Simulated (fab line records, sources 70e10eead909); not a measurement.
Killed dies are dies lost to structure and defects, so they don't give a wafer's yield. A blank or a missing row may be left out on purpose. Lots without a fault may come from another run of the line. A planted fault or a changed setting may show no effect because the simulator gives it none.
Which tool did it? | flow nand_harc | 12 lots, 36 wafers sampled, at 5 steps of a route of 1302

WHAT THE GAUGES READ, wafer by wafer
NHARC_END_SORT_01. Usual: killed_at_array 55, standard deviation 20; killed_at_other 1.2, standard deviation 1.3; killed_at_periphery 4.0, standard deviation 3; killed_dies 60, standard deviation 21; killed_open 3.2, standard deviation 1.9; killed_short 2.5, standard deviation 1.6.
lot  | measured     | on        | killed_at_array | killed_at_other | killed_at_periphery | killed_dies | killed_open | killed_short | flag
L171 | day 30 19:30 | prober-02 | 672 667 669     | 1 3 4           | 4 7 4               | 677 677 677 | 3 3 2       | 6 2 2        | OFF
L172 | day 31 03:42 | prober-01 | 674 674 671     | 1 1 2           | 2 2 4               | 677 677 677 | 1 6 5       | 4 1 5        | OFF
L173 | day 31 04:32 | prober-02 | 674 672 672     | 1 0 1           | 2 5 4               | 677 677 677 | 6 2 3       | 0 2 3        | OFF

WHICH TOOL RAN EACH LOT (tool, then ch and the chambers of the sampled wafers, then the start)
lot  | NHARC_A_STAIRCASE_TRIM_191                    | NHARC_A_STAIRCASE_ETCH_192                    | NHARC_A_STAIRCASE_ETCH_194         | NHARC_A_STAIRCASE_ETCH_201
L159 | rie_diel-04 ch 0,2,3, day 17 09:16 or earlier | rie_diel-04 ch 0,1,3, day 17 09:16 or earlier | rie_diel-04 ch 2,3, day 17 09:16   | rie_diel-04 ch 0,3, no start
L160 | rie_diel-04 ch 0,1,3, day 17 10:07 or earlier | rie_diel-04 ch 0,1,2, day 17 10:07 or earlier | rie_diel-04 ch 0,2,3, day 17 10:07 | rie_diel-08 ch 1,2,3, no start
L162 | rie_diel-13 ch 1,2,3, day 18 10:34 or earlier | rie_diel-13 ch 1,2,3, day 18 10:34 or earlier | rie_diel-13 ch 0,1,2, day 18 10:34 | rie_diel-04 ch 0,1,3, no start
L164 | rie_diel-13 ch 1,3, day 19 09:07 or earlier   | rie_diel-13 ch 0,3, day 19 09:07 or earlier   | rie_diel-13 ch 1,3, day 19 09:07   | rie_diel-04 ch 0,2, no start
L165 | rie_diel-13 ch 0,1,2, day 20 11:08 or earlier | rie_diel-13 ch 0,1,2, day 20 11:08 or earlier | rie_diel-13 ch 0,2,3, day 20 11:08 | rie_diel-13 ch 1,2,3, no start
L166 | rie_diel-08 ch 1,3, day 20 18:29 or earlier   | rie_diel-08 ch 1,3, day 20 18:29 or earlier   | rie_diel-08 ch 0,3, day 20 18:29   | rie_diel-08 ch 0,3, no start
L170 | rie_diel-04 ch 0,2, day 21 21:26 or earlier   | rie_diel-04 ch 0,1,2, day 21 21:26 or earlier | rie_diel-04 ch 1,3, day 21 21:26   | rie_diel-04 ch 0,1,3, no start
L171 | rie_diel-13 ch 1,2,3, day 22 07:34 or earlier | rie_diel-13 ch 0,2,3, day 22 07:34 or earlier | rie_diel-13 ch 2,3, day 22 07:34   | rie_diel-13 ch 0,2,3, day 30 19:30 or earlier
L172 | rie_diel-08 ch 0,1,3, day 22 16:32 or earlier | rie_diel-08 ch 1,2, day 22 16:32 or earlier   | rie_diel-08 ch 0,2,3, day 22 16:32 | rie_diel-04 ch 2,3, day 31 03:42 or earlier
L173 | rie_diel-08 ch 0,1,2, day 22 16:43 or earlier | rie_diel-08 ch 0,1,3, day 22 16:43 or earlier | rie_diel-08 ch 0,2,3, day 22 16:43 | rie_diel-08 ch 1,2,3, day 31 04:32 or earlier
L174 | rie_diel-04 ch 0,1,2, day 24 01:59 or earlier | rie_diel-04 ch 2,3, day 24 01:59 or earlier   | rie_diel-04 ch 1,2,3, day 24 01:59 | rie_diel-04 ch 0,1,3, no start
L179 | rie_diel-13 ch 1,3, day 25 16:08 or earlier   | rie_diel-13 ch 1,2, day 25 16:08 or earlier   | rie_diel-13 ch 1,2,3, day 25 16:08 | rie_diel-04 ch 1,2, no start
- NHARC_A_STAIRCASE_TRIM_191: chemistry O2, time 211.2 s.
- NHARC_A_STAIRCASE_ETCH_192: etches the open film in C4F8/O2, target depth 100 nm, time 40.5 s.
- NHARC_A_STAIRCASE_ETCH_194: etches the open film in C4F8/O2, target depth 100 nm, time 40.5 s.
- NHARC_A_STAIRCASE_ETCH_201: etches the open film in C4F8/O2, target depth 100 nm, time 40.5 s.

WHAT THE TOOLS THEMSELVES READ (means of the sampled wafers that have a number; where no wafer has one, the mark that the record gives instead)
NHARC_A_STAIRCASE_TRIM_191. Usual: drypump_motor_current_A 5.8 A, standard deviation 0.51; oes_product_au 0.999 a.u., standard deviation 0.011; rf_vpp_V 58.0 V, standard deviation 0.86; showerhead_plenum_p_Torr 3.57 Torr, standard deviation 0.16; throttle_valve_pct 17.036 %, standard deviation 0.0096.
lot  | tool        | drypump_motor_current_A (A) | oes_product_au (a.u.) | rf_vpp_V (V) | showerhead_plenum_p_Torr (Torr) | throttle_valve_pct (%) | flag
L159 | rie_diel-04 | 6.2                         | 1.003                 | 58.2         | 3.63                            | 17.040                 |
L160 | rie_diel-04 | 5.8                         | 0.999                 | 58.2         | 3.60                            | 17.034                 |
L162 | rie_diel-13 | 6.0                         | 1.002                 | 57.4         | 3.55                            | 17.033                 |
L164 | rie_diel-13 | 6.2                         | 0.991                 | 58.5         | 3.47                            | 17.033                 |
L165 | rie_diel-13 | 5.8                         | 1.001                 | 57.5         | 3.57                            | 17.034                 |
L166 | rie_diel-08 | 5.8                         | 1.007                 | 57.6         | 3.45                            | 17.033                 |
L170 | rie_diel-04 | 6.1                         | 1.003                 | 58.3         | 3.68                            | 17.034                 |
L171 | rie_diel-13 | 6.0                         | 1.010                 | 58.0         | 3.53                            | 17.033                 |
L172 | rie_diel-08 | 5.7                         | 1.003                 | 58.2         | 3.46                            | 17.033                 |
L173 | rie_diel-08 | 5.6                         | 0.989                 | 58.7         | 3.51                            | 17.044                 |
L174 | rie_diel-04 | 5.6                         | 0.996                 | 57.6         | 3.69                            | 17.038                 |
L179 | rie_diel-13 | 5.9                         | 0.992                 | 58.2         | 3.60                            | 17.043                 |

NHARC_A_STAIRCASE_ETCH_192. Usual: bias_w 999 W, standard deviation 3.2; chamber_pressure_mTorr 24.998 mTorr, standard deviation 0.023; oes_product_au 0.942 a.u., standard deviation 0.012; rf_vpp_V 897 V, standard deviation 5.8.
lot  | tool        | bias_w (W) | chamber_pressure_mTorr (mTorr) | oes_product_au (a.u.) | rf_vpp_V (V) | flag
L159 | rie_diel-04 | 997        | 24.987                         | 0.934                 | 899          |
L160 | rie_diel-04 | 1004       | 24.995                         | 0.940                 | 903          |
L162 | rie_diel-13 | 1001       | 24.995                         | 0.943                 | 897          |
L164 | rie_diel-13 | 998        | 25.006                         | 0.937                 | 888          |
L165 | rie_diel-13 | 999        | 25.007                         | 0.946                 | 898          |
L166 | rie_diel-08 | 1002       | 25.009                         | 0.948                 | 892          |
L170 | rie_diel-04 | 999        | 24.991                         | 0.934                 | 902          |
L171 | rie_diel-13 | 1000       | 24.995                         | 0.944                 | 892          |
L172 | rie_diel-08 | 997        | 25.018                         | 0.942                 | 895          |
L173 | rie_diel-08 | 999        | 25.003                         | 0.942                 | 894          |
L174 | rie_diel-04 | 999        | 25.020                         | 0.962                 | 901          |
L179 | rie_diel-13 | 997        | 24.988                         | 0.952                 | 899          |

NHARC_A_STAIRCASE_ETCH_194. Usual: bias_w 999.4 W, standard deviation 2.8; chamber_pressure_mTorr 25.000 mTorr, standard deviation 0.021; oes_product_au 0.942 a.u., standard deviation 0.013; rf_vpp_V 897 V, standard deviation 5.9.
lot  | tool        | bias_w (W) | chamber_pressure_mTorr (mTorr) | oes_product_au (a.u.) | rf_vpp_V (V) | flag
L159 | rie_diel-04 | 998.0      | 24.997                         | 0.955                 | 902          |
L160 | rie_diel-04 | 1000.3     | 25.009                         | 0.939                 | 899          |
L162 | rie_diel-13 | 998.6      | 24.982                         | 0.954                 | 897          |
L164 | rie_diel-13 | 997.2      | 25.017                         | 0.932                 | 894          |
L165 | rie_diel-13 | 995.7      | 25.005                         | 0.948                 | 892          |
L166 | rie_diel-08 | 998.7      | 25.012                         | 0.940                 | 894          |
L170 | rie_diel-04 | 1001.1     | 24.997                         | 0.931                 | 895          |
L171 | rie_diel-13 | -          | -                              | -                     | -            | OFF
L172 | rie_diel-08 | -          | -                              | -                     | -            | OFF
L173 | rie_diel-08 | -          | -                              | -                     | -            | OFF
L174 | rie_diel-04 | 999.9      | 24.991                         | 0.950                 | 900          |
L179 | rie_diel-13 | 1001.1     | 25.014                         | 0.942                 | 895          |

NHARC_A_STAIRCASE_ETCH_201. Usual: bias_w 999.9 W, standard deviation 2.8; chamber_pressure_mTorr 25.002 mTorr, standard deviation 0.023; oes_product_au 0.944 a.u., standard deviation 0.013; rf_vpp_V 897 V, standard deviation 5.3.
lot  | tool        | bias_w (W) | chamber_pressure_mTorr (mTorr) | oes_product_au (a.u.) | rf_vpp_V (V) | flag
L159 | rie_diel-04 | 1001.5     | 25.016                         | 0.939                 | 895          |
L160 | rie_diel-08 | 997.1      | 25.008                         | 0.959                 | 894          |
L162 | rie_diel-04 | 1001.1     | 25.002                         | 0.949                 | 898          |
L164 | rie_diel-04 | 996.3      | 24.999                         | 0.935                 | 902          |
L165 | rie_diel-13 | 1000.2     | 24.988                         | 0.949                 | 896          |
L166 | rie_diel-08 | 1000.1     | 25.021                         | 0.951                 | 894          |
L170 | rie_diel-04 | 1002.7     | 24.996                         | 0.938                 | 897          |
L171 | rie_diel-13 | 998.1      | 25.007                         | 0.945                 | 892          |
L172 | rie_diel-04 | 1002.0     | 25.026                         | 0.933                 | 897          |
L173 | rie_diel-08 | 1000.1     | 24.992                         | 0.943                 | 893          |
L174 | rie_diel-04 | 1000.5     | 25.006                         | 0.932                 | 896          |
L179 | rie_diel-04 | 1002.0     | 24.996                         | 0.944                 | 902          |

THE ANSWER, worked out from the rows above alone
Rule: a lot is off if the mean of its wafers that have a number lies more than 3 standard deviations from the usual mean. A lot without any number at a reading at which 4 lots or more have one is off too. The other lots that the step has rows for count as sound. The gauges are gone through in route order, then the tools' own readings, and for those a lot's mean is taken as printed above. The first step at which some lot is off is used, and at that step the reading that is off furthest; a lot without a number counts as furthest.
Off: L171, L172, L173, at NHARC_END_SORT_01 (killed_at_array). Neither off nor sound, because the step has no rows for them: L159, L160, L162, L164, L165, L166, L170, L174, L179.
A tool fits if, at a process step before that reading, it ran every lot that is off, and no sound lot after the first of them. The gauges at NHARC_END_SORT_01 aren't tried: what is off there is off at NHARC_A_STAIRCASE_ETCH_194 too, on other tools, and a gauge's error can't cause that. NHARC_A_STAIRCASE_TRIM_191 gives no start for some lots, so the hours and the order of its lots are those of NHARC_A_STAIRCASE_ETCH_194. NHARC_A_STAIRCASE_ETCH_192 gives no start for some lots, so the hours and the order of its lots are those of NHARC_A_STAIRCASE_ETCH_194. NHARC_A_STAIRCASE_ETCH_201 gives no start for some lots, so the hours and the order of its lots are those of NHARC_END_SORT_01. None of those tried fits.

WHAT THE SIMULATOR HAD PUT IN
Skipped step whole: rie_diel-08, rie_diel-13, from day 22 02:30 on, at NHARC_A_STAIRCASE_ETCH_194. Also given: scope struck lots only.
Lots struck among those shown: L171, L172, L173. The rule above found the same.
